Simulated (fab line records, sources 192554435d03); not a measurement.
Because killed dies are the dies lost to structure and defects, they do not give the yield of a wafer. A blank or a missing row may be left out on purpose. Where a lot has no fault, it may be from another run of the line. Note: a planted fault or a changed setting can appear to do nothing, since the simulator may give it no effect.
What tool caused it? | flow n5_finfet | 21 lots with 63 wafers sampled at 3 steps, on a route of 1938 steps

## WHAT THE GAUGES READ, wafer by wafer
N5_DUMMY_GATE_THK_MEAS_05. Usual: 71.6 nm for thk_nm, sd 0.91.
lot  | measured    | on            | thk_nm (nm)    | flag
L074 | day 2 20:04 | film_metro-01 | 73.1 71.3 71.1 |
L075 | day 3 02:07 | film_metro-01 | 70.6 71.5 71.6 |
L076 | day 3 05:28 | film_metro-01 | 70.3 71.2 72.4 |
L077 | day 3 13:14 | film_metro-01 | 70.9 71.2 70.2 |
L078 | day 3 17:20 | film_metro-01 | 72.0 71.9 72.7 |
L080 | day 4 10:05 | film_metro-02 | 71.8 71.4 71.8 |
L081 | day 4 10:53 | film_metro-01 | 71.1 70.6 71.9 |
L082 | day 4 18:24 | film_metro-02 | 71.5 69.8 71.9 |
L083 | day 5 00:45 | film_metro-01 | 71.2 73.5 71.9 |
L085 | day 5 15:44 | film_metro-02 | 71.5 71.1 72.1 |
L086 | day 5 18:23 | film_metro-01 | 70.8 70.7 71.0 |
L087 | day 6 00:16 | film_metro-01 | 72.2 72.4 72.0 |
L089 | day 6 11:41 | film_metro-02 | 71.2 71.5 72.0 |
L090 | day 6 16:37 | film_metro-01 | 73.5 72.2 72.0 |
L091 | day 6 23:27 | film_metro-02 | 71.9 72.7 72.4 |
L092 | day 7 04:51 | film_metro-02 | 71.6 72.3 71.3 |
L093 | day 7 12:25 | film_metro-02 | 71.8 72.0 71.6 |
L094 | day 7 20:38 | film_metro-01 | 71.2 72.0 71.4 |
L095 | day 8 00:14 | film_metro-01 | 70.4 70.8 69.9 |
L096 | day 8 11:04 | film_metro-02 | 72.8 73.0 72.5 |
L097 | day 8 16:33 | film_metro-01 | 72.0 72.3 72.6 |

## WHICH TOOL RAN EACH LOT (tool, then ch and the chambers of the sampled wafers, then the start)
lot  | N5_FIN_SAQP_ETCH_69               | N5_FIN_CUT_CUT_ETCH_26
L074 | rie_diel-06 ch 0,1,2, day 2 00:29 | rie_diel-01 ch 0,1, day 2 04:30
L075 | rie_diel-06 ch 0,1,3, day 2 09:52 | rie_diel-04 ch 0,3, day 2 12:26
L076 | rie_diel-06 ch 1,2,3, day 2 12:56 | rie_diel-03 ch 0,2, day 2 15:16
L077 | rie_diel-02 ch 0,1,2, day 2 19:19 | rie_diel-03 ch 0,1,3, day 2 22:01
L078 | rie_diel-06 ch 1,2,3, day 3 00:08 | rie_diel-01 ch 2,3, day 3 02:53
L080 | rie_diel-05 ch 0,1, day 3 14:05   | rie_diel-01 ch 0,2, day 3 16:38
L081 | rie_diel-06 ch 0,1,3, day 3 18:49 | rie_diel-01 ch 0,2,3, day 3 21:06
L082 | rie_diel-06 ch 1,2,3, day 4 00:41 | rie_diel-03 ch 0,1, day 4 03:07
L083 | rie_diel-05 ch 0,3, day 4 06:30   | rie_diel-04 ch 0,1, day 4 08:47
L085 | rie_diel-05 ch 0,1,2, day 4 21:47 | rie_diel-04 ch 0,1,3, day 5 01:53
L086 | rie_diel-05 ch 0,2,3, day 5 01:53 | rie_diel-03 ch 0,1,2, day 5 04:40
L087 | rie_diel-05 ch 1,2,3, day 5 06:19 | rie_diel-01 ch 1,3, day 5 08:41
L089 | rie_diel-06 ch 1,2, day 5 18:31   | rie_diel-04 ch 0,2,3, day 5 21:04
L090 | rie_diel-05 ch 0,3, day 6 00:32   | rie_diel-04 ch 0,1,2, day 6 03:05
L091 | rie_diel-05 ch 0,2, day 6 07:34   | rie_diel-01 ch 0,1,2, day 6 09:51
L092 | rie_diel-02 ch 0,3, day 6 13:04   | rie_diel-03 ch 0,1,3, day 6 15:28
L093 | rie_diel-02 ch 0,1,2, day 6 18:35 | rie_diel-04 ch 1,3, day 6 20:52
L094 | rie_diel-02 ch 1,2,3, day 7 02:34 | rie_diel-04 ch 0,1, day 7 05:08
L095 | rie_diel-05 ch 0,1,2, day 7 07:39 | rie_diel-03 ch 0,3, day 7 10:04
L096 | rie_diel-05 ch 0,1, day 7 12:55   | rie_diel-01 ch 0,1,2, day 7 15:11
L097 | rie_diel-06 ch 0,1,2, day 7 19:38 | rie_diel-04 ch 1,2,3, day 7 22:52
- N5_FIN_SAQP_ETCH_69: etches SOC in N2/H2, stops on SiNx, target depth 150 nm.
- N5_FIN_CUT_CUT_ETCH_26: etches SiNx in CH3F/O2, target depth 39 nm, time 55.7 s.

## WHAT THE TOOLS THEMSELVES READ (means of the sampled wafers that have a number; where no wafer has one, the mark that the record gives instead)
N5_FIN_SAQP_ETCH_69. Usual: chamber_pressure_mTorr 30.003 mTorr, standard deviation 0.028; drypump_motor_current_A 5.8 A, standard deviation 0.37; oes_product_au 0.75 a.u., standard deviation 0.075; rf_vpp_V 240.4 V, standard deviation 1.2; showerhead_plenum_p_Torr 2.51 Torr, standard deviation 0.063; throttle_valve_pct 17.90 %, standard deviation 0.23.
lot  | tool        | chamber_pressure_mTorr (mTorr) | drypump_motor_current_A (A) | oes_product_au (a.u.) | rf_vpp_V (V) | showerhead_plenum_p_Torr (Torr) | throttle_valve_pct (%) | flag
L074 | rie_diel-06 | 30.045                         | 5.9                         | 0.72                  | 240.0        | 2.53                            | 17.92                  |
L075 | rie_diel-06 | 30.031                         | 6.0                         | 0.75                  | 240.8        | 2.51                            | 17.99                  |
L076 | rie_diel-06 | 29.972                         | 6.0                         | 0.76                  | 240.7        | 2.51                            | 17.83                  |
L077 | rie_diel-02 | 30.018                         | 5.7                         | 0.75                  | 240.4        | 2.51                            | 17.96                  |
L078 | rie_diel-06 | 30.018                         | 6.0                         | 0.75                  | 240.9        | 2.51                            | 17.85                  |
L080 | rie_diel-05 | 29.987                         | 5.3                         | 0.75                  | 240.6        | 2.51                            | 17.88                  |
L081 | rie_diel-06 | 30.013                         | 6.0                         | 0.74                  | 239.7        | 2.50                            | 18.01                  |
L082 | rie_diel-06 | 30.022                         | 6.0                         | 0.74                  | 240.8        | 2.50                            | 17.86                  |
L083 | rie_diel-05 | 30.021                         | 5.7                         | 0.84                  | 240.0        | 2.50                            | 17.67                  |
L085 | rie_diel-05 | 30.014                         | 5.7                         | 0.75                  | 240.4        | 2.54                            | 17.92                  |
L086 | rie_diel-05 | 30.029                         | 5.8                         | 0.76                  | 241.5        | 2.54                            | 17.84                  |
L087 | rie_diel-05 | 30.011                         | 5.7                         | 0.70                  | 240.7        | 2.55                            | 17.99                  |
L089 | rie_diel-06 | 30.012                         | 5.9                         | 0.70                  | 241.1        | 2.51                            | 17.82                  |
L090 | rie_diel-05 | 29.995                         | 5.7                         | 0.82                  | 240.1        | 2.50                            | 17.70                  |
L091 | rie_diel-05 | 29.991                         | 6.0                         | 0.74                  | 240.9        | 2.57                            | 17.96                  |
L092 | rie_diel-02 | 29.971                         | 6.0                         | 0.71                  | 239.0        | 2.42                            | 18.10                  |
L093 | rie_diel-02 | 29.996                         | 5.7                         | 0.73                  | 241.1        | 2.49                            | 18.00                  |
L094 | rie_diel-02 | 29.979                         | 5.8                         | 0.73                  | 240.3        | 2.50                            | 18.11                  |
L095 | rie_diel-05 | 29.991                         | 5.7                         | 0.82                  | 240.0        | 2.53                            | 17.82                  |
L096 | rie_diel-05 | 29.988                         | 5.4                         | 0.88                  | 239.9        | 2.49                            | 17.65                  |
L097 | rie_diel-06 | 29.982                         | 5.9                         | 0.88                  | 239.8        | 2.51                            | 17.70                  |

N5_FIN_CUT_CUT_ETCH_26. Usual: chamber_pressure_mTorr 29.998 mTorr, standard deviation 0.025; drypump_motor_current_A 5.6 A, standard deviation 0.42; oes_product_au 0.80 a.u., standard deviation 0.11; rf_vpp_V 298 V, standard deviation 3.4; showerhead_plenum_p_Torr 2.01 Torr, standard deviation 0.077; throttle_valve_pct 16.39 %, standard deviation 0.23.
lot  | tool        | chamber_pressure_mTorr (mTorr) | drypump_motor_current_A (A) | oes_product_au (a.u.) | rf_vpp_V (V) | showerhead_plenum_p_Torr (Torr) | throttle_valve_pct (%) | flag
L074 | rie_diel-01 | 29.976                         | 5.4                         | 0.87                  | 298          | 2.06                            | 16.22                  |
L075 | rie_diel-04 | 29.985                         | 6.0                         | 0.72                  | 301          | 2.02                            | 16.51                  |
L076 | rie_diel-03 | 29.995                         | 5.3                         | 0.78                  | 294          | 1.98                            | 16.58                  |
L077 | rie_diel-03 | 29.984                         | 5.3                         | 0.88                  | 295          | 1.97                            | 16.40                  |
L078 | rie_diel-01 | 29.981                         | 5.4                         | 0.90                  | 300          | 2.03                            | 16.31                  |
L080 | rie_diel-01 | 30.003                         | 5.4                         | 0.79                  | 297          | 2.04                            | 16.43                  |
L081 | rie_diel-01 | 30.003                         | 5.4                         | 0.88                  | 299          | 2.06                            | 16.32                  |
L082 | rie_diel-03 | 30.017                         | 5.4                         | 0.80                  | 293          | 1.96                            | 16.47                  |
L083 | rie_diel-04 | 30.002                         | 5.7                         | 0.81                  | 301          | 1.99                            | 16.16                  |
L085 | rie_diel-04 | 30.002                         | 6.0                         | 0.76                  | 300          | 1.98                            | 16.33                  |
L086 | rie_diel-03 | 30.009                         | 5.5                         | 0.83                  | 294          | 2.02                            | 16.45                  |
L087 | rie_diel-01 | 30.000                         | 5.6                         | 0.92                  | 301          | 2.07                            | 16.09                  |
L089 | rie_diel-04 | 30.007                         | 6.0                         | 0.71                  | 298          | 2.01                            | 16.56                  |
L090 | rie_diel-04 | 30.005                         | 5.7                         | 0.75                  | 300          | 2.02                            | 16.39                  |
L091 | rie_diel-01 | 30.020                         | 5.5                         | 0.84                  | 298          | 2.08                            | 16.22                  |
L092 | rie_diel-03 | 29.998                         | 5.3                         | 0.83                  | 295          | 1.96                            | 16.43                  |
L093 | rie_diel-04 | 30.015                         | 6.0                         | 0.80                  | 299          | 1.93                            | 16.16                  |
L094 | rie_diel-04 | 30.004                         | 5.7                         | 0.74                  | 302          | 2.02                            | 16.40                  |
L095 | rie_diel-03 | 29.974                         | 4.9                         | 0.82                  | 296          | 1.93                            | 16.53                  |
L096 | rie_diel-01 | 30.004                         | 5.5                         | 0.82                  | 299          | 2.07                            | 16.23                  |
L097 | rie_diel-04 | 29.988                         | 6.0                         | 0.75                  | 297          | 1.97                            | 16.37                  |

## THE ANSWER, worked out from the rows above alone
Rule: lot off if the mean of its wafers having a number is beyond 3 standard deviations from the usual mean. A lot without any number at a reading at which 4 lots or more have one is off too. Any other lot the step has rows for is counted as sound. After the gauges, taken in route order, come the tools' own readings; for these a lot's mean is taken, as printed above. At the first step where some lot is off, the reading lying furthest off is the one used; lots without a number count as furthest.
No lot is off at any reading shown: from this, nothing can be told.

## WHAT THE SIMULATOR HAD PUT IN
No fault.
